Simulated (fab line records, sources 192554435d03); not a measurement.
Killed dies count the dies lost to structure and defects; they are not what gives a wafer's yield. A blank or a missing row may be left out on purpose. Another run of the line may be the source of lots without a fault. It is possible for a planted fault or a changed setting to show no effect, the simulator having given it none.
Problem report in the 8D (eight disciplines) form, filled by code || flow n5-finfet || the parts of the form that need people (team, actions taken, sign-off) are left out

1. PROBLEM STATEMENT
run-length-s at N5_BEOL_M3_ETCH_70 reads a mean of 167.2 s on 4 wafers of 2 lots; wafers without a fault read 143.3 s with a standard deviation of 0.44. Relative to the usual mean, that is a shift of +54 standard deviations.
The step: etches SOC in N2/H2, target depth 80 nm, overetch 16 nm, time 120 s.
Earliest sighting: wafer L623.3 on rie-diel-03 at day 11 17:00. The record holds 18 wafers of 6 lots with a number at this step. The rule behind "out" and "out of limits": a value lying over 4 standard deviations away from the usual mean. The rest of the wafers with a number are treated as sound.

2. WHAT IT IS; WHAT IT IS NOT
{"question": "which readings at this step", "is": "run-length-s", "is not": "drypump-motor-current-A, oes-product-au, rf-vpp-V, showerhead-plenum-p-Torr, temp-c"}
{"question": "which lots", "is": "L620, L623", "is not": "L614, L617, L628, L629"}
{"question": "which wafers of those lots", "is": "L620.2, L620.4, L623.3, L623.4", "is not": "L620.6, L623.6"}
{"question": "read on which tools", "is": "rie-diel-03", "is not": "rie-diel-04"}
{"question": "when", "is": "from day 11 17:00", "is not": "up to then (7 sound wafers); but 7 sound wafers of L620, L628, L629 came after"}

3. WHAT RULES OUT EACH SUSPECT
Counting: a tool at a process step up to the reading stays a suspect if it ran every lot that is out. Sound lots after the first of them don't rule it out here, since some wafers of a struck lot are sound.
- rie-diel-03 at N5_BEOL_M3_ETCHBACK_99 (etches SiO2 in CHF3, target depth 5 nm, time 10.4 s): kept. It processed each lot that is out (first: L623, day 11 16:58); up to then, its last sound lot is L617 (day 10 00:22).
- rie-diel-03 at N5_BEOL_M3_ETCH_70 (etches SOC in N2/H2, target depth 80 nm, overetch 16 nm, time 120 s): kept. It processed each lot that is out (first: L623, day 11 17:00); up to then, its last sound lot is L617 (day 10 00:25). Its own run-length-s readings are out on those wafers.
What counting leaves: rie-diel-03 at N5_BEOL_M3_ETCHBACK_99 and rie-diel-03 at N5_BEOL_M3_ETCH_70.

4. THE CAUSE (what the simulator had put in)
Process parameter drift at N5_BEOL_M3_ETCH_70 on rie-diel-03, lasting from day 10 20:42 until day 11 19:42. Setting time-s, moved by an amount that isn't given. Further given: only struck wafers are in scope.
This tool is one of the 2 suspects left after counting.

5. THE EFFECT CHAIN, in route order
Rows list readings where the struck wafers' mean (over those with a number) sits beyond 3 standard deviations from the usual. Scope: only readings with a usual standard deviation given in the record; hours: median across lots of the time from each lot's start at the first step in this table that gives one to its start at this step; sigmas: change in usual standard deviations.
{"hours": 0, "step": "N5_BEOL_M3_ETCH_70", "reading": "run-length-s", "usual": "143.3 s", "on struck wafers": 167.2, "change": "+23.9", "sigmas": "+54"}
It contains these process steps:
- N5_BEOL_M3_ETCH_70: etches SOC in N2/H2, target depth 80 nm, overetch 16 nm, time 120 s.
Later steps that measure or inspect, where all struck wafers having a row at the step show a number for every such reading and not one has moved that far: N5_BEOL_M4_RC_MEAS_101.

6. WHAT WOULD HAVE CAUGHT IT SOONER
In this record no reading fell out of limits until day 11 17:00, 20 hours after the fault had begun at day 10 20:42.
